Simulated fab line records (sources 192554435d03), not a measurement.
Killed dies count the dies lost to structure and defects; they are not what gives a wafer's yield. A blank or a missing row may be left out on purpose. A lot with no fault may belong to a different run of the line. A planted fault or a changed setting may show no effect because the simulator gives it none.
fab line records	flow n5-finfet
record: lots: 7	wafers: 39
route steps=1938 shown FIN_SAQP@138 DUMMY_GATE@214 HKMG_FIN@435 GATE_CUT@469 BEOL_M4@1111
start-h: hours from the record's opening day to when the first of the lot's shown wafers began	wait-h: hours since the lot's step before	" identical to the entry in the row above	L1.1+2: a single row standing in for several wafers	- value missing, or start not given	* or withheld: withheld	< > ~ a bound
route shown NAME@n: a module of which the file shows steps, and the number in the route of the first	usual: mean and standard deviation over wafers with no fault	same: alike in all rows	chamber/n: place in a boat	sites: the reading at each site	_std_site: standard deviation of those values	_edge_site: mean of outer sites minus mean of inner sites	radius-mm: how far each site lies from the wafer's centre	mask NAME#n: copy n	behind: tool/chamber where the wafer was last shaped	hold: reason for holding the lot/hours on hold/outcome of the hold	device: names the non-switching transistor (n, p or np)	end of line: at the end of the route, the tests of the same wafers	a step given without rows: its recipe and nothing more	killed: dies lost to structure and defects at the first sort, not the wafer's yield	map: the dies of a wafer, with x for killed, . for not killed, _ for no die there
set.NAME: the setting as run; set.NAME@STEP: as run at that earlier step	model.NAME: the simulator's own value behind a step, which no gauge read
lots run with intentionally changed settings; tables by step, rows by wafer
== steps ==
step: N5_FIN_SAQP_SPACER2_ALD_28
recipe: material: SiO2	target-thk-a: 81	temp-c: 300	ald-precursor-family: BDEAS	ald-co-reactant: O2-plasma	pulse-time-s: 1	purge-time-s: 2	co-reactant-purge-time-s: 2	pressure-torr: 2
step: N5_DUMMY_GATE_ALD_02
recipe: material: SiO2	target-thk-a: 20	temp-c: 300	ald-precursor-family: BDEAS	ald-co-reactant: O2-plasma	pulse-time-s: 1	pressure-torr: 2
step: N5_DUMMY_GATE_ETCH_31
recipe: chemistry: C4F6/O2	target: SiO2	mask-material: SOC	target-depth-a: 825	time-s: 27.5	ion-energy-ev: 250	pressure-mtorr: 30	source-w: 345	bias-w: 185	Ar_flow_sccm: 300	C4F6_flow_sccm: 10	O2_flow_sccm: 10
step: N5_DUMMY_GATE_ETCH_32
recipe: chemistry: CF4	target: SiO2	target-depth-a: 35	time-s: 3.9	ion-energy-ev: 350	pressure-mtorr: 10	icp-w: 800	bias-w: 400	cf4-flow-sccm: 80
step: N5_DUMMY_GATE_ETCH_44
recipe: chemistry: HBr/O2	over-etch-frac: 0.7	target-depth-a: 1275	stop-on: SiO2	ion-energy-ev: 60	bias-w: 20	target: poly-Si	mask-material: SiO2	pressure-mtorr: 20	icp-w: 400	HBr_flow_sccm: 120	O2_flow_sccm: 10
step: N5_HKMG_FIN_ETCH_32
recipe: chemistry: N2/H2	target: SOC	target-depth-a: 2400	temp-c: 40	time-s: 300	ion-energy-ev: 200	mask-material: SiARC	pressure-mtorr: 30	source-w: 840	bias-w: 150	n2-flow-sccm: 200	h2-flow-sccm: 200
step: N5_HKMG_FIN_ETCH_35
recipe: chemistry: N2/H2	target: SOC	target-depth-a: 2158	ion-energy-ev: 65	bias-w: 5	source-w: 3000	time-s: 243.4	pressure-mtorr: 30	n2-flow-sccm: 200	h2-flow-sccm: 200
step: N5_HKMG_FIN_ALD_91
recipe: material: TiN	target-thk-a: 10	temp-c: 400	ald-precursor-family: TiCl4	ald-co-reactant: NH3	pulse-time-s: 1	purge-time-s: 3	co-reactant-purge-time-s: 2	co-reactant-pulse-time-s: 2	ald-cycles: 47	pressure-torr: 3
step: N5_GATE_CUT_ETCH_58
recipe: chemistry: CH3F/O2	target: SiNx	target-depth-a: 170	time-s: 128.6	ion-energy-ev: 50	pressure-mtorr: 30	source-w: 415	bias-w: 21	Ar_flow_sccm: 150	CH3F_flow_sccm: 30	O2_flow_sccm: 20
step: N5_BEOL_M4_RC_MEAS_101
usual: IOFF_N_LONG: 5.58e-05/2.3e-06	VT_N: 250/3.2	VT_N_LONG: 274.7/2
lot.wafer	tool	chamber	start-h	wait-h	set.temp-c@FIN_SAQP_SPACER2_ALD_28	set.target-thk-a@DUMMY_GATE_ALD_02	set.target-depth-a@DUMMY_GATE_ETCH_31	set.time-s@DUMMY_GATE_ETCH_32	set.target-depth-a@DUMMY_GATE_ETCH_44	set.source-w@HKMG_FIN_ETCH_32	set.time-s@HKMG_FIN_ETCH_35	set.temp-c@HKMG_FIN_ALD_91	set.target-depth-a@GATE_CUT_ETCH_58	IOFF_N_LONG[nA/um]	VT_N[mV]	VT_N_LONG[mV]
L077.2	prober-01	0	183.01	0.2	300	20	825	3.9	1275	840	243.4	400	170	5.74e-05	249	274.4
L077.5	"	0	"	"	300	20	825	3.9	1275	840	243.4	400	170	5.59e-05	242	275.2
L077.6	"	0	"	"	300	20	825	3.9	1275	840	243.4	400	170	5.77e-05	244	275.9
L078.1	prober-02	0	186.04	0.0	300	21.73	825	3.9	1275	951.5	243.4	388.1	186.1	6.1e-05	249	269.4
L078.2	"	0	"	"	300	21.73	825	3.379	1275	840	243.4	400	170	5.34e-05	252	277.0
L078.3	"	0	"	"	294.1	20	825	3.9	1275	951.5	277.9	400	170	5.34e-05	251	276.2
L078.4	"	0	"	"	300	20	779.9	3.379	1275	951.5	243.4	388.1	186.1	6.06e-05	246	271.0
L078.5	"	0	"	"	294.1	20	779.9	3.9	1275	840	277.9	400	186.1	5.31e-05	251	276.0
L078.6	"	0	"	"	294.1	21.73	779.9	3.379	1275	840	277.9	388.1	170	6.02e-05	244	271.8
L081.1	prober-02	0	207.11	0.0	300	20	825	3.345	1275	773.1	243.4	400	176.1	5.67e-05	248	275.2
L081.2	"	0	"	"	310.9	20	825	3.345	1275	840	294	409.6	170	5.16e-05	255	278.3
L081.3	"	0	"	"	300	18.1	825	3.9	1275	840	243.4	409.6	176.1	5.23e-05	251	276.4
L081.4	"	0	"	"	310.9	18.1	825	3.345	1275	773.1	294	409.6	176.1	5.23e-05	251	276.5
L081.5	"	0	"	"	300	18.1	825	3.9	1275	840	294	400	170	5.67e-05	251	273.5
L081.6	"	0	"	"	310.9	20	825	3.9	1275	773.1	243.4	400	170	5.69e-05	251	274.7
L083.1	prober-01	0	208.91	0.0	291.9	20	786.5	4.245	1398	772.1	243.4	385.7	170	6.11e-05	240	271.2
L083.2	"	0	"	"	291.9	20	786.5	3.9	1398	840	243.4	400	156.8	5.26e-05	249	273.9
L083.3	"	0	"	"	300	20	825	3.9	1398	840	243.4	385.7	170	6.08e-05	247	270.1
L083.4	"	0	"	"	300	20	786.5	4.245	1275	840	243.4	400	156.8	5.19e-05	256	275.1
L083.5	"	0	"	"	291.9	20	825	4.245	1275	772.1	243.4	385.7	156.8	6.1e-05	243	271.2
L083.6	"	0	"	"	300	20	825	3.9	1275	772.1	243.4	400	170	5.17e-05	252	276.5
L095.1	prober-02	0	287.96	0.0	300	20	825	3.9	1360	840	243.4	413.4	153.3	5.01e-05	255	279.4
L095.2	"	0	"	"	300	17.2	825	3.295	1360	840	227.3	400	170	5.69e-05	250	276.3
L095.3	"	0	"	"	300	20	825	3.295	1360	711	243.4	413.4	170	4.94e-05	256	280.3
L095.4	"	0	"	"	300	17.2	825	3.9	1275	840	227.3	400	170	5.75e-05	252	276.0
L095.5	"	0	"	"	300	17.2	825	3.9	1275	711	243.4	400	153.3	5.64e-05	252	275.8
L095.6	"	0	"	"	300	20	825	3.295	1275	711	227.3	413.4	153.3	4.94e-05	254	280.9
L092.1	prober-02	0	307.55	0.0	308.4	17.9	774.9	3.9	1275	840	223.5	400	170	5.71e-05	247	272.6
L092.2	"	0	"	"	300	20	774.9	3.9	1275	1000	243.4	400	170	5.71e-05	249	273.2
L092.3	"	0	"	"	300	20	825	3.9	1275	1000	223.5	395.4	170	5.89e-05	245	270.5
L092.4	"	0	"	"	308.4	20	825	3.9	1275	840	243.4	395.4	170	6.06e-05	244	271.6
L092.5	"	0	"	"	300	17.9	825	3.9	1275	840	223.5	400	170	5.56e-05	249	274.5
L092.6	"	0	"	"	308.4	17.9	774.9	3.9	1275	1000	243.4	395.4	170	6.13e-05	244	273.3
L087.1	prober-02	0	320.06	0.0	300	20	825	3.9	1192	760.3	301.7	400	170	5.2e-05	255	277.0
L087.2	"	0	"	"	300	19.04	908.9	3.9	1192	760.3	243.4	392.9	170	5.49e-05	247	275.0
L087.3	"	0	"	"	300	19.04	825	4.479	1192	840	243.4	400	170	5.3e-05	251	274.6
L087.4	"	0	"	"	300	20	908.9	3.9	1275	840	243.4	400	170	5.12e-05	251	280.1
L087.5	"	0	"	"	300	20	825	4.479	1275	840	301.7	392.9	170	5.58e-05	248	276.8
L087.6	"	0	"	"	300	19.04	908.9	4.479	1275	760.3	301.7	392.9	170	5.55e-05	252	275.4
== key ==
split: step: N5_FIN_SAQP_SPACER2_ALD_28	setting: temp-c	stated-as: 300
response none clear
split: step: N5_DUMMY_GATE_ALD_02	setting: target-thk-a	stated-as: 20
response none clear
split: step: N5_DUMMY_GATE_ETCH_31	setting: target-depth-a	stated-as: 825
response none clear
split: step: N5_DUMMY_GATE_ETCH_32	setting: time-s	stated-as: 3.9
response none clear
split: step: N5_DUMMY_GATE_ETCH_44	setting: target-depth-a	stated-as: 1275
response none clear
split: step: N5_HKMG_FIN_ETCH_32	setting: source-w	stated-as: 840
response none clear
split: step: N5_HKMG_FIN_ETCH_35	setting: time-s	stated-as: 243.4
response none clear
split: step: N5_HKMG_FIN_ALD_91	setting: temp-c	stated-as: 400
response: step: N5_BEOL_M4_RC_MEAS_101	reading: IOFF_N_LONG	slope: -2.32e-06	per: 1%	together-with: all	explained: 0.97
response: step: N5_BEOL_M4_RC_MEAS_101	reading: VT_N_LONG	slope: +1.29	per: 1%	together-with: all	explained: 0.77
response: step: N5_BEOL_M4_RC_MEAS_101	reading: VT_N	slope: +1.74	per: 1%	together-with: all	explained: 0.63
split: step: N5_GATE_CUT_ETCH_58	setting: target-depth-a	stated-as: 170
response none clear
